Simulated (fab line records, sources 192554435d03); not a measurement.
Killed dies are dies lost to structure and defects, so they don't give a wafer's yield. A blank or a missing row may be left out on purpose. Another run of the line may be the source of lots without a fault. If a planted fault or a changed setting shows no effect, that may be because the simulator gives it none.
A lot that was struck, set against a sound lot / flow n5-finfet / 42 out of 1938 route steps
Sound: the wafers L924.2, L924.4, L924.6. Struck: wafer L939.4 (left out: L939.1, L939.3 of the same lot, which were not struck); the cause appears at the end.
At each step with rows: each side's tool, then ch and its chambers, then its first start. Under that, the readings that differ: sound wafers / struck wafers / difference of the means / sigmas: that difference in standard deviations of wafers without a fault.
alike: words and numbers the same on both sides, and readings whose means are apart by under 2 such deviations; not compared: readings that were withheld, readings missing a value for some wafer, numbers with overlapping values and no deviation given by the record, and bounds like >300 which may hide the same value.
Wherever a step has rows on one side only, a row that says differs or no value, or a row with sigmas, the two part there. Numbers that don't overlap but have no deviation are shown without sigmas and don't part them. A reading that every wafer of one side lacks parts them only if that side has two wafers or more.

first, 11 steps without rows for these wafers: N5_BEOL_M1_DESCUM_33 (chemistry O2, time 7 s); N5_BEOL_M1_ETCH_77 (etches underlayer in N2/H2, target depth 6.5 nm, time 5.2 s); N5_BEOL_M1_ETCH_69 (etches SiARC in CF4, target depth 15.6 nm, time 26 s); N5_BEOL_M1_ALD_98 (deposits SiO2, target thk 2.5 nm, pulse time 1 s, co reactant pulse time 1 s); N5_BEOL_M1_ETCHBACK_99 (etches SiO2 in CHF3, target depth 5 nm, time 10.4 s); N5_BEOL_M1_ETCH_70 (etches SOC in N2/H2, target depth 80 nm, overetch 16 nm, time 120 s); N5_BEOL_M1_STRIP_71 (strips in N2/H2); N5_BEOL_M1_STRIP_78 (strips in N2/H2); N5_BEOL_M1_VIA_ETCH_34 (etches the open film in C4F6/O2, target depth 67.8 nm, time 64.4 s); N5_BEOL_M1_STRIP_83 (strips in C4F6/O2); N5_BEOL_M1_STRIP_36 (strips in N2/H2).
N5_BEOL_M1_TRENCH_ETCH_37: etches SiOC in C4F6/O2, target depth 55.207 nm, time 29 s.
  sound on rie-diel-05 ch 1,2,3, day 7 05:30; struck on rie-diel-05 ch 1, day 10 19:49
reading=oes-product-au (a.u.); sound=0.88 0.67 0.78; struck=1.22; difference=+0.44; sigmas=+7
reading=model.etch.depth-nm (nm); sound=54.89 55.41 55.02; struck=87.62; difference=+32.51; sigmas=
reading=model.BEOL_M1.feature-depth-nm (nm); sound=54.8 55.4 55; struck=87.6; difference=+32.5; sigmas=
reading=model.TiN_of_BEOL_M1_HM_DEP_02.thk-nm (nm); sound=18 18 18; struck=17; difference=-1; sigmas=
  alike: drypump-motor-current-A, oes_o_777_au, rf-vpp-V, showerhead-plenum-p-Torr, throttle-valve-pct
  not compared: rf-hours-counter-h
then, 2 steps without rows for these wafers: N5_BEOL_M1_ETCH_41 (etches SiCN in CH3F/O2, target depth 31.9 nm, time 57.8 s); N5_BEOL_M1_STRIP_97 (strips in N2/H2, time 10 s).
N5_BEOL_M1_OCD_MEAS_38:
  struck on ocd-02, day 10 19:58; sound on ocd-01, day 7 05:40
reading=trench-depth-nm (nm); sound=54.7 55.3 55.2; struck=87.4; difference=+32.3; sigmas=+29
then, 25 steps without rows for these wafers: N5_BEOL_M1_HM_STRIP_39 (strips TiN in peroxide tin strip, target depth 25 nm, time 158 s); N5_BEOL_M1_SRD_40 (time 30 s); N5_BEOL_M1_PRECLEAN_42 (cleans in residue remover, time 60 s); N5_BEOL_M1_SRD_43 (time 30 s); N5_BEOL_M1_DEGAS_44 (time 60 s); N5_BEOL_M1_PRE_CLEAN_45 (time 30 s); N5_BEOL_M1_ALD_84 (deposits TaN, pulse time 2 s, purge time 3 s, co reactant purge time 2 s); N5_BEOL_M1_SURFACE_TREAT_85; N5_BEOL_M1_CVD_47 (deposits Co from CCTBA/H2, target thk 3 nm, time 223.8 s); N5_BEOL_M1_SPUTTER_48 (material Cu, target thk 4.5 nm, time 8.29 s); N5_BEOL_M1_ANNEAL_49 (time 240 s); N5_BEOL_M1_SPUTTER_79 (material Cu, target thk 4.5 nm, time 8.29 s); N5_BEOL_M1_ANNEAL_80 (time 240 s); N5_BEOL_M1_SPUTTER_81 (material Cu, target thk 4.5 nm, time 8.29 s); N5_BEOL_M1_ANNEAL_82 (time 240 s); N5_BEOL_M1_SPUTTER_86 (material Cu, target thk 4.5 nm, time 8.29 s); N5_BEOL_M1_ANNEAL_87 (time 240 s); N5_BEOL_M1_SPUTTER_88 (material Cu, target thk 4.5 nm, time 8.29 s); N5_BEOL_M1_ANNEAL_89 (time 240 s); N5_BEOL_M1_SPUTTER_90 (material Cu, target thk 4.5 nm, time 8.29 s); N5_BEOL_M1_ANNEAL_91 (time 240 s); N5_BEOL_M1_SPUTTER_92 (material Cu, target thk 4.5 nm, time 8.29 s); N5_BEOL_M1_ANNEAL_93 (time 240 s); N5_BEOL_M1_SPUTTER_94 (material Cu, target thk 4.5 nm, time 8.29 s); N5_BEOL_M1_ANNEAL_95 (time 240 s).
N5_BEOL_M4_RC_MEAS_101:
  the record has rows for the sound wafers here (prober-02 ch 0, day 9 20:02) and none for the struck ones
-- here the record skips 7 days between the struck wafers' starts before and after, leaving off in module BEOL_M4 and picking up in module PASSIVATION (first step shown: number 1936 of the route) --
N5_PASSIVATION_PROBE_49:
  only the struck wafers here have rows in the record (prober-01, day 17 08:18); the sound ones have none

== WHERE THEY PART ==
Earliest at N5_BEOL_M1_TRENCH_ETCH_37; latest, in this record, at N5_PASSIVATION_PROBE_49.

WHY: the cause the simulator had injected
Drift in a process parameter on rie-diel-05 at N5_BEOL_M1_TRENCH_ETCH_37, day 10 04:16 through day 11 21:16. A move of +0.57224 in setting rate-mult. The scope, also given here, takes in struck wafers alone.
